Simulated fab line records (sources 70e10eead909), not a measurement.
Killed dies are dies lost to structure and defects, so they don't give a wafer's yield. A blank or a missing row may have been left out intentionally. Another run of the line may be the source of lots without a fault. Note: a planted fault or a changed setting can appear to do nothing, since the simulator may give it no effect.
fab line records + flow nand_harc
record:
- lots: 13
- wafers: 36
- last_day: 24
route steps=1159 shown P_CONTACT@237 P_M0@261 END@1159
lots untouched by any fault: they come from a run of this same line in which no faults occurred
start_h: the number of hours between the record's first day and the start of the first shown wafer of the lot + wait_h: time in hours since the lot's previous step + " as in the row above + L1.1+2: one row covering several wafers at once + - value missing, or start not given + * or withheld: withheld + < > ~ a bound
route shown NAME@n: a module of which the file shows steps, and the number in the route of the first + usual: mean and standard deviation over wafers with no fault + same: alike in all rows + chamber/n: place in a boat + sites: the reading at each site + _std_site: standard deviation of those values + _edge_site: mean of outer sites minus mean of inner sites + radius_mm: how far each site lies from the wafer's centre + mask NAME#n: copy n + behind: the last tool/chamber to shape the wafer + hold: cause of the lot's hold/its duration in hours/its outcome + device: which transistor (n, p or np) failed to switch + end of line: at the end of the route, the tests of the same wafers + for a step that has no rows: nothing shown but its recipe + killed: dies lost to structure and defects at the first sort, not the wafer's yield + map: dies across one wafer; x = killed, . = not, _ = none there
set.NAME: the setting that was run; set.NAME@STEP: the one run at that earlier step + model.NAME: the simulator's own value behind a step, which no gauge read
route steps across a sampled set of lots; one table per step, one row per wafer
services: a tool's chamber out of use, with start hour (start_h, from the record's first day; less than 0 if before it), hours out, and reason
== steps ==
step: NHARC_P_CONTACT_ETCH_36
recipe:
- target_depth_a: 2600
- over_etch_frac: 0.25
- time_s: 406.25
- ion_energy_ev: 200
- n2_flow_sccm: 150
- h2_flow_sccm: 150
- ar_flow_sccm: 0
- rf_w: 400
- bias_w: 150
- chemistry: N2/H2
usual:
- bias_w: 150.0/0.44
- drypump_motor_current_A: 5.6/0.62
- oes_product_au: 1.003/0.014
- rf_vpp_V: 430.2/2.7
- showerhead_plenum_p_Torr: 2.03/0.097
- throttle_valve_pct: 14.171/0.0086
| lot.wafer | tool        | chamber | start_h | wait_h | bias_w | drypump_motor_current_A | oes_product_au | rf_hours_counter_h | rf_vpp_V | showerhead_plenum_p_Torr | throttle_valve_pct |
|-----------|-------------|---------|---------|--------|--------|-------------------------|----------------|--------------------|----------|--------------------------|--------------------|
| L806.1    | rie_diel-11 | 2       | -       | -      | 149.7  | 4.9                     | 1.006          | 7                  | 431.9    | 2.11                     | 14.177             |
| L806.5    | "           | 3       | "       | "      | 150.0  | 5.8                     | 1.002          | -                  | 433.1    | 2.14                     | 14.173             |
| L806.6    | "           | 0       | "       | "      | 149.3  | 6.3                     | 1.007          | -                  | 433.9    | 2.12                     | 14.165             |
| L808.4    | rie_diel-11 | 2       | -       | -      | 150.3  | 4.9                     | 0.996          | 8                  | 431.9    | 2.11                     | 14.141             |
| L808.6    | "           | 1       | "       | "      | 150.7  | 5.3                     | 0.981          | -                  | 428.7    | 1.98                     | 14.177             |
| L808.5    | "           | 2       | "       | "      | 150.3  | 4.9                     | 0.988          | -                  | 431.4    | 2.11                     | 14.166             |
| L807.1    | rie_diel-13 | 0       | -       | -      | 149.4  | 6.3                     | 1.006          | 6                  | 425.9    | 1.89                     | 14.179             |
| L807.3    | "           | 2       | "       | "      | 149.1  | 5.8                     | 1.009          | 6                  | 435.3    | 2.22                     | 14.162             |
| L807.6    | "           | 1       | "       | "      | 150.0  | 6.0                     | 1.023          | -                  | 427.0    | 1.93                     | 14.177             |
| L810.1    | rie_diel-01 | 2       | -       | -      | 149.2  | 5.0                     | 1.029          | 17                 | 432.7    | 2.12                     | 14.174             |
| L810.6    | "           | 2       | "       | "      | 149.0  | 4.9                     | 1.029          | -                  | 432.6    | 2.12                     | 14.168             |
| L810.5    | "           | 3       | "       | "      | 149.6  | 6.8                     | 0.982          | -                  | 428.5    | 1.95                     | 14.176             |
| L813.2    | rie_diel-01 | 3       | -       | -      | 149.7  | 6.8                     | 0.989          | 1                  | 427.2    | 1.95                     | 14.179             |
| L813.3    | "           | 0       | "       | "      | 149.4  | 5.1                     | 1.010          | 1                  | 426.3    | 1.91                     | 14.163             |
| L814.6    | rie_diel-01 | 3       | -       | -      | 149.8  | 6.8                     | 0.980          | -                  | 427.5    | 1.95                     | 14.177             |
| L814.5    | "           | 0       | "       | "      | 150.0  | 5.1                     | 1.014          | -                  | 426.9    | 1.91                     | 14.171             |
| L815.2    | rie_diel-01 | 3       | -       | -      | 149.7  | 6.8                     | 0.987          | 2                  | 428.4    | 1.95                     | 14.167             |
| L815.6    | "           | 2       | "       | "      | 150.3  | 4.9                     | 1.029          | -                  | 433.7    | 2.12                     | 14.176             |
| L820.2    | rie_diel-01 | 3       | -       | -      | 150.1  | 6.8                     | 0.978          | 5                  | 427.9    | 1.95                     | 14.164             |
| L820.3    | "           | 0       | "       | "      | 149.8  | 5.1                     | 1.028          | 5                  | 426.6    | 1.91                     | 14.171             |
| L820.6    | "           | 3       | "       | "      | 150.0  | 6.8                     | 0.974          | -                  | 428.4    | 1.95                     | 14.178             |
| L823.4    | rie_diel-01 | 0       | -       | -      | 150.5  | 5.1                     | 1.014          | 7                  | 427.2    | 1.91                     | 14.171             |
| L823.6    | "           | 1       | "       | "      | 150.7  | 5.5                     | 1.005          | -                  | 430.3    | 2.00                     | 14.171             |
| L823.5    | "           | 2       | "       | "      | 150.4  | 4.9                     | 1.018          | -                  | 432.7    | 2.12                     | 14.170             |
| L824.3    | rie_diel-13 | 2       | -       | -      | 150.7  | 5.8                     | 1.016          | 43                 | 435.8    | 2.20                     | 14.176             |
| L824.4    | "           | 0       | "       | "      | 149.3  | 6.3                     | 0.992          | 43                 | 425.9    | 1.87                     | 14.182             |
| L824.6    | "           | 1       | "       | "      | 150.3  | 5.9                     | 1.018          | -                  | 428.2    | 1.92                     | 14.173             |
| L827.1    | rie_diel-01 | 2       | -       | -      | 149.8  | 4.9                     | 1.031          | 9                  | 432.1    | 2.12                     | 14.184             |
| L827.3    | "           | 0       | "       | "      | 149.9  | 5.1                     | 1.023          | 9                  | 427.0    | 1.91                     | 14.154             |
| L827.6    | "           | 2       | "       | "      | 149.4  | 4.9                     | 1.016          | -                  | 432.3    | 2.12                     | 14.154             |
| L826.2    | rie_diel-11 | 2       | -       | -      | 149.9  | 4.9                     | 0.995          | 4                  | 431.7    | 2.11                     | 14.166             |
| L826.1    | "           | 3       | "       | "      | 150.6  | 5.8                     | 1.005          | 3                  | 434.0    | 2.13                     | 14.181             |
| L826.5    | "           | 2       | "       | "      | 150.5  | 4.9                     | 1.013          | -                  | 432.7    | 2.11                     | 14.176             |
| L828.2    | rie_diel-11 | 1       | -       | -      | 150.5  | 5.3                     | 1.003          | 5                  | 429.3    | 1.98                     | 14.156             |
| L828.1    | "           | 2       | "       | "      | 150.2  | 4.9                     | 1.001          | 5                  | 432.3    | 2.11                     | 14.173             |
| L828.6    | "           | 1       | "       | "      | 149.8  | 5.3                     | 1.007          | -                  | 426.9    | 1.98                     | 14.160             |
step: NHARC_P_CONTACT_DEGAS_38
recipe:
- temp_c: 300
- time_s: 60
usual:
- heater_power_w: 480/39
| lot.wafer | tool           | chamber | start_h | wait_h | heater_power_w |
|-----------|----------------|---------|---------|--------|----------------|
| L806.1    | pvd_sputter-02 | -       | 105.82  | -      | 436            |
| L806.5    | "              | -       | "       | "      | 468            |
| L806.6    | "              | -       | "       | "      | 492            |
| L808.4    | pvd_sputter-01 | -       | 123.61  | -      | 450            |
| L808.6    | "              | -       | "       | "      | 458            |
| L808.5    | "              | -       | "       | "      | 452            |
| L807.3    | pvd_sputter-02 | -       | 124.70  | -      | 470            |
| L807.1    | "              | -       | "       | "      | 501            |
| L807.6    | "              | -       | "       | "      | 473            |
| L810.1    | pvd_sputter-02 | -       | 128.12  | -      | 483            |
| L810.5    | "              | -       | "       | "      | 457            |
| L810.6    | "              | -       | "       | "      | 494            |
| L813.2    | pvd_sputter-03 | -       | 154.99  | -      | 524            |
| L813.3    | "              | -       | "       | "      | 536            |
| L814.6    | pvd_sputter-03 | -       | 160.68  | -      | 536            |
| L814.5    | "              | -       | "       | "      | 534            |
| L815.2    | pvd_sputter-02 | -       | 161.76  | -      | 501            |
| L815.6    | "              | -       | "       | "      | 475            |
| L820.2    | pvd_sputter-02 | -       | 186.73  | -      | 490            |
| L820.3    | "              | -       | "       | "      | 470            |
| L820.6    | "              | -       | "       | "      | 491            |
| L823.4    | pvd_sputter-01 | -       | 211.11  | -      | 449            |
| L823.5    | "              | -       | "       | "      | 445            |
| L823.6    | "              | -       | "       | "      | 495            |
| L824.4    | pvd_sputter-03 | -       | 225.48  | -      | 525            |
| L824.3    | "              | -       | "       | "      | 511            |
| L824.6    | "              | -       | "       | "      | 517            |
| L827.1    | pvd_sputter-03 | -       | 233.83  | -      | 516            |
| L827.3    | "              | -       | "       | "      | 547            |
| L827.6    | "              | -       | "       | "      | 515            |
| L826.1    | pvd_sputter-03 | -       | 234.15  | -      | 532            |
| L826.2    | "              | -       | "       | "      | 526            |
| L826.5    | "              | -       | "       | "      | 494            |
| L828.1    | pvd_sputter-02 | -       | 249.24  | -      | 489            |
| L828.2    | "              | -       | "       | "      | 463            |
| L828.6    | "              | -       | "       | "      | 479            |
step: NHARC_P_CONTACT_INSPECT_27
usual:
- raw_defect_count: 272/100
| lot.wafer | tool              | chamber | start_h | wait_h | raw_defect_count |
|-----------|-------------------|---------|---------|--------|------------------|
| L806.1    | defect_inspect-01 | -       | 108.80  | 0.1    | 188              |
| L806.5    | "                 | -       | "       | "      | 586              |
| L806.6    | "                 | -       | "       | "      | 172              |
| L808.4    | defect_inspect-01 | -       | 131.82  | 0.1    | 407              |
| L808.5    | "                 | -       | "       | "      | 227              |
| L808.6    | "                 | -       | "       | "      | 242              |
| L807.1    | defect_inspect-02 | -       | 132.37  | 0.1    | 164              |
| L807.3    | "                 | -       | "       | "      | 249              |
| L807.6    | "                 | -       | "       | "      | 422              |
| L810.1    | defect_inspect-02 | -       | 134.38  | 0.1    | 320              |
| L810.5    | "                 | -       | "       | "      | 325              |
| L810.6    | "                 | -       | "       | "      | 259              |
| L813.2    | defect_inspect-01 | -       | 158.85  | 0.1    | 381              |
| L813.3    | "                 | -       | "       | "      | 274              |
| L814.5    | defect_inspect-01 | -       | 162.14  | 0.1    | 425              |
| L814.6    | "                 | -       | "       | "      | 317              |
| L815.2    | defect_inspect-01 | -       | 163.25  | 0.1    | 267              |
| L815.6    | "                 | -       | "       | "      | 211              |
| L820.2    | defect_inspect-02 | -       | 193.04  | 0.1    | 240              |
| L820.3    | "                 | -       | "       | "      | 316              |
| L820.6    | "                 | -       | "       | "      | 240              |
| L823.4    | defect_inspect-01 | -       | 215.51  | 0.1    | 301              |
| L823.5    | "                 | -       | "       | "      | 255              |
| L823.6    | "                 | -       | "       | "      | 465              |
| L824.3    | defect_inspect-01 | -       | 227.02  | 0.1    | 319              |
| L824.4    | "                 | -       | "       | "      | 294              |
| L824.6    | "                 | -       | "       | "      | 234              |
| L827.1    | defect_inspect-01 | -       | 238.44  | 0.1    | 233              |
| L827.3    | "                 | -       | "       | "      | 204              |
| L827.6    | "                 | -       | "       | "      | 262              |
| L826.1    | defect_inspect-02 | -       | 238.94  | 0.1    | 318              |
| L826.2    | "                 | -       | "       | "      | 442              |
| L826.5    | "                 | -       | "       | "      | 504              |
| L828.1    | defect_inspect-02 | -       | 256.43  | 0.1    | 151              |
| L828.2    | "                 | -       | "       | "      | 222              |
| L828.6    | "                 | -       | "       | "      | 204              |
step: NHARC_P_M0_PEB_07
recipe:
- peb_temp_c: 100
- peb_time_s: 65
usual:
- heater_power_total_W: 156.6/0.41
| lot.wafer | tool           | chamber | start_h | wait_h | heater_power_total_W |
|-----------|----------------|---------|---------|--------|----------------------|
| L806.1    | litho_track-01 | 0       | 109.65  | 0.1    | 157.2                |
| L806.5    | "              | 0       | "       | "      | 156.8                |
| L806.6    | "              | 0       | "       | "      | 156.6                |
| L808.4    | litho_track-06 | 0       | 132.65  | 0.0    | 156.5                |
| L808.5    | "              | 0       | "       | "      | 156.8                |
| L808.6    | "              | 0       | "       | "      | 157.0                |
| L807.1    | litho_track-04 | 0       | 133.19  | 0.1    | 156.6                |
| L807.3    | "              | 0       | "       | "      | 156.3                |
| L807.6    | "              | 0       | "       | "      | 157.1                |
| L810.1    | litho_track-04 | 0       | 135.07  | 0.1    | 156.0                |
| L810.5    | "              | 0       | "       | "      | 156.5                |
| L810.6    | "              | 0       | "       | "      | 157.0                |
| L813.2    | litho_track-06 | 0       | 159.74  | 0.1    | 156.3                |
| L813.3    | "              | 0       | "       | "      | 164.1                |
| L814.5    | litho_track-06 | 0       | 162.96  | 0.0    | 156.0                |
| L814.6    | "              | 0       | "       | "      | 163.7                |
| L815.2    | litho_track-06 | 0       | 164.50  | 0.1    | 156.1                |
| L815.6    | "              | 0       | "       | "      | 164.9                |
| L820.2    | litho_track-04 | 0       | 193.76  | 0.1    | 157.2                |
| L820.3    | "              | 0       | "       | "      | 156.7                |
| L820.6    | "              | 0       | "       | "      | 157.0                |
| L823.4    | litho_track-04 | 0       | 216.21  | 0.0    | 156.1                |
| L823.5    | "              | 0       | "       | "      | 157.1                |
| L823.6    | "              | 0       | "       | "      | 156.0                |
| L824.3    | litho_track-04 | 0       | 227.75  | 0.0    | 156.7                |
| L824.4    | "              | 0       | "       | "      | 157.1                |
| L824.6    | "              | 0       | "       | "      | 157.1                |
| L827.1    | litho_track-06 | 0       | 239.25  | 0.1    | 156.2                |
| L827.3    | "              | 0       | "       | "      | 157.1                |
| L827.6    | "              | 0       | "       | "      | 156.7                |
| L826.1    | litho_track-01 | 0       | 239.76  | 0.1    | 157.0                |
| L826.2    | "              | 0       | "       | "      | 156.3                |
| L826.5    | "              | 0       | "       | "      | 157.1                |
| L828.1    | litho_track-01 | 0       | 257.12  | 0.1    | 156.0                |
| L828.2    | "              | 0       | "       | "      | 156.2                |
| L828.6    | "              | 0       | "       | "      | 157.1                |
step: NHARC_P_M0_CD_MEAS_09
recipe:
- target_cd_nm: 90
- landing_energy_ev: 500
usual:
- cd_nm: 90.3/0.75
| lot.wafer | tool      | chamber | start_h | wait_h | cd_nm |
|-----------|-----------|---------|---------|--------|-------|
| L806.1    | cd_sem-02 | 0       | 109.73  | -      | 90.3  |
| L806.5    | "         | 0       | "       | "      | 90.7  |
| L806.6    | "         | 0       | "       | "      | 89.8  |
| L808.4    | cd_sem-03 | 0       | 132.73  | -      | 91.9  |
| L808.5    | "         | 0       | "       | "      | 90.0  |
| L808.6    | "         | 0       | "       | "      | 91.0  |
| L807.1    | cd_sem-03 | 0       | 133.27  | -      | 90.6  |
| L807.3    | "         | 0       | "       | "      | 90.6  |
| L807.6    | "         | 0       | "       | "      | 89.8  |
| L810.1    | cd_sem-02 | 0       | 135.15  | -      | 90.3  |
| L810.5    | "         | 0       | "       | "      | 90.3  |
| L810.6    | "         | 0       | "       | "      | 89.1  |
| L813.2    | cd_sem-01 | 0       | 159.82  | -      | 91.2  |
| L813.3    | "         | 0       | "       | "      | 87.7  |
| L814.5    | cd_sem-03 | 0       | 163.05  | -      | 90.2  |
| L814.6    | "         | 0       | "       | "      | 86.0  |
| L815.2    | cd_sem-03 | 0       | 164.58  | -      | 90.3  |
| L815.6    | "         | 0       | "       | "      | 87.3  |
| L820.2    | cd_sem-03 | 0       | 193.84  | -      | 91.6  |
| L820.3    | "         | 0       | "       | "      | 90.4  |
| L820.6    | "         | 0       | "       | "      | 90.4  |
| L823.4    | cd_sem-03 | 0       | 216.29  | -      | 89.4  |
| L823.5    | "         | 0       | "       | "      | 88.5  |
| L823.6    | "         | 0       | "       | "      | 89.9  |
| L824.3    | cd_sem-02 | 0       | 227.83  | -      | 91.1  |
| L824.4    | "         | 0       | "       | "      | 89.7  |
| L824.6    | "         | 0       | "       | "      | 88.7  |
| L827.1    | cd_sem-01 | 0       | 239.33  | -      | 90.8  |
| L827.3    | "         | 0       | "       | "      | 91.8  |
| L827.6    | "         | 0       | "       | "      | 90.1  |
| L826.1    | cd_sem-02 | 0       | 239.84  | -      | 90.0  |
| L826.2    | "         | 0       | "       | "      | 91.8  |
| L826.5    | "         | 0       | "       | "      | 90.7  |
| L828.1    | cd_sem-02 | 0       | 257.20  | -      | 90.1  |
| L828.2    | "         | 0       | "       | "      | 90.0  |
| L828.6    | "         | 0       | "       | "      | 89.7  |
step: NHARC_END_SORT_01
recipe:
- temp_c: 25
usual:
- defect_limited_yield: 95.3/1.5
- killed_at_array: 28/10
- killed_at_other: 0.6/1.1
- killed_at_periphery: 3.6/2.6
- killed_dies: 32/10
- killed_open: 3.3/1.8
- killed_short: 1.9/1.4
- sort_bin_2_pct: 1.5/0.61
- sort_bin_3_pct: 0.27/0.2
- sort_bin_4_pct: 3.0/1
- sort_n_pass: 645/10
- sort_rim_yield_pct: 97.3/1.9
- sort_yield_pct: 95.3/1.5
same:
- gross_dies: 677
- sort_bin_5_pct[%]: 0
- sort_bin_6_pct[%]: 0
- sort_bin_7_pct[%]: 0
- sort_bin_8_pct[%]: 0
- sort_rim_n_gross: 106.00
| lot.wafer | tool      | chamber | start_h | wait_h | defect_limited_yield[%] | killed_at_array | killed_at_other | killed_at_periphery | killed_dies | killed_open | killed_short | sort_bin_2_pct[%] | sort_bin_3_pct[%] | sort_bin_4_pct[%] | sort_n_pass | sort_rim_yield_pct[%] | sort_yield_pct[%] |
|-----------|-----------|---------|---------|--------|-------------------------|-----------------|-----------------|---------------------|-------------|-------------|--------------|-------------------|-------------------|-------------------|-------------|-----------------------|-------------------|
| L815.2    | prober-01 | 0       | 506.11  | 2.8    | 93.1                    | 37              | 3               | 7                   | 47          | 1           | 3            | 1.6               | 0.59              | 4.7               | 630         | 92.5                  | 93.1              |
| L815.6    | prober-01 | 0       | 509.32  | 4.0    | 93.1                    | 44              | 1               | 2                   | 47          | 4           | 2            | 1.3               | 0.44              | 5.2               | 630         | 98.1                  | 93.1              |
| L820.2    | prober-02 | 0       | 535.17  | 2.8    | 93.2                    | 43              | 1               | 2                   | 46          | 3           | 1            | 2.1               | 0.44              | 4.3               | 631         | 99.1                  | 93.2              |
| L820.3    | prober-02 | 0       | 535.97  | 3.1    | 92.2                    | 51              | 1               | 1                   | 53          | 2           | 1            | 2.4               | 0.74              | 4.7               | 624         | 95.3                  | 92.2              |
| L820.6    | prober-02 | 0       | 538.37  | 4.0    | 92.6                    | 49              | 0               | 1                   | 50          | 7           | 1            | 2.2               | 0.74              | 4.4               | 627         | 97.2                  | 92.6              |
| L823.5    | prober-01 | 0       | 545.34  | 3.7    | 94.8                    | 34              | 0               | 1                   | 35          | 1           | 5            | 1.2               | 0.15              | 3.8               | 642         | 96.2                  | 94.8              |
killed by level:class
L815.2 A_CHANNEL_HOLE_D1:chamber_film_flake=21 A_SLIT:chamber_film_flake=8 P_STI:chamber_film_flake=5 THIN_TSV:chamber_film_flake=3 A_STAIRCASE:chamber_film_flake=2 A_WL_FILL:chamber_film_flake=2 P_M0:geometric_particle:short=1 A_SOURCE_PLATE:geometric_particle:short=1
L815.6 A_SLIT:chamber_film_flake=17 A_CHANNEL_HOLE_D1:chamber_film_flake=16 A_M0:geometric_particle:open=2 A_CHANNEL_FILL_D1:chamber_film_flake=2 A_STAIRCASE:chamber_film_flake=2 P_M0:geometric_particle:short=1 A_ONON_D1:geometric_particle:open=1 A_WL_FILL:geometric_particle:short=1
L820.2 A_CHANNEL_HOLE_D1:chamber_film_flake=15 A_SLIT:chamber_film_flake=11 A_CONTACT:chamber_film_flake=7 A_CONTACT:geometric_particle:open=2 A_CHANNEL_FILL_D1:chamber_film_flake=2 A_STAIRCASE:chamber_film_flake=2 A_WL_FILL:chamber_film_flake=2 P_CONTACT:geometric_particle:open=1
L820.3 A_CHANNEL_HOLE_D1:chamber_film_flake=22 A_SLIT:chamber_film_flake=12 A_CONTACT:chamber_film_flake=11 A_CHANNEL_FILL_D1:chamber_film_flake=2 A_CHANNEL_FILL_D1:geometric_particle:short=1 A_SGD_CUT:geometric_particle:open=1 A_CONTACT:geometric_particle:open=1 P_BONDPAD:chamber_film_flake=1
L820.6 A_CHANNEL_HOLE_D1:chamber_film_flake=19 A_SLIT:chamber_film_flake=11 A_CONTACT:chamber_film_flake=10 A_ONON_D1:geometric_particle:open=2 A_CONTACT:geometric_particle:open=2 P_M0:geometric_particle:open=1 A_SOURCE_PLATE:geometric_particle:short=1 A_BLC:geometric_particle:open=1
L823.5 A_STAIRCASE:chamber_film_flake=12 A_SLIT:chamber_film_flake=9 A_CONTACT:chamber_film_flake=5 A_ONON_D1:geometric_particle:short=2 A_CONTACT:geometric_particle:short=1 A_CONTACT:geometric_particle:open=1 A_M0:geometric_particle:short=1 A_M1:geometric_particle:short=1
== services ==
| tool           | chamber | start_h | hours | kind   |
|----------------|---------|---------|-------|--------|
| pvd_sputter-01 | -       | 82.14   | 2.8   | repair |
| rie_diel-11    | 3       | 83.12   | 6.4   | repair |
| rie_diel-01    | 0       | 92.31   | -     | clean  |
| rie_diel-01    | 1       | 92.31   | -     | clean  |
| rie_diel-01    | 2       | 92.31   | -     | clean  |
| rie_diel-01    | 3       | 92.31   | -     | clean  |
| litho_track-01 | -       | 93.00   | 7.0   | pm     |
| rie_diel-13    | -       | 99.08   | 9.0   | pm     |
| pvd_sputter-03 | -       | 102.00  | 10.0  | pm     |
| litho_track-06 | -       | 117.00  | 7.0   | pm     |
| rie_diel-11    | 0       | 136.91  | 9.5   | repair |
| rie_diel-01    | -       | 137.81  | 9.0   | pm     |
| litho_track-04 | -       | 141.00  | 7.0   | pm     |
| rie_diel-11    | 1       | 142.10  | 6.2   | repair |
| pvd_sputter-01 | -       | 158.00  | 10.0  | pm     |
| pvd_sputter-01 | -       | 175.58  | 8.5   | repair |
| pvd_sputter-03 | -       | 184.24  | 3.6   | repair |
| rie_diel-11    | -       | 189.50  | 9.0   | pm     |
| pvd_sputter-03 | -       | 204.25  | 5.1   | repair |
| pvd_sputter-02 | -       | 214.06  | 10.0  | pm     |
| rie_diel-13    | 3       | 232.11  | 3.8   | repair |
| rie_diel-01    | 0       | 242.21  | 10.2  | repair |
| rie_diel-11    | 1       | 245.05  | 1.3   | repair |
| pvd_sputter-02 | -       | 250.20  | 1.5   | repair |
== key ==
first_sign:
- step: NHARC_P_M0_PEB_07
- reading: heater_power_total_W
- direction: up
- sigmas: 19
- usual: *
- struck: *
effect:
- step: NHARC_P_M0_CD_MEAS_09
- reading: cd_nm
- direction: down
- sigmas: 4.4
- usual: 90.3
- struck: 87.0
met_at NHARC_P_M0_PEB_07
struck_lots L813,L814,L815
struck_wafers L813.3,L814.6,L815.6
sort_left_out L813.3,L814.6
not_acting_at NHARC_P_CONTACT_ETCH_36,NHARC_P_CONTACT_DEGAS_38,NHARC_P_CONTACT_INSPECT_27
onset_between 132.65 159.74
fault:
- kind: process_parameter_drift
- tool: litho_track-06
- chamber: -
- onset_h: 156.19
- steps: NHARC_P_M0_PEB_07
- channel: peb_time_s
- offset: *
- shape: step
- end_h: 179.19
- scope: struck_wafers_only
- acts_in: *
- stated: *
sort_left_out: the simulated sort isn't trusted on such a fault, so these wafers' sort isn't shown, and their yield isn't known
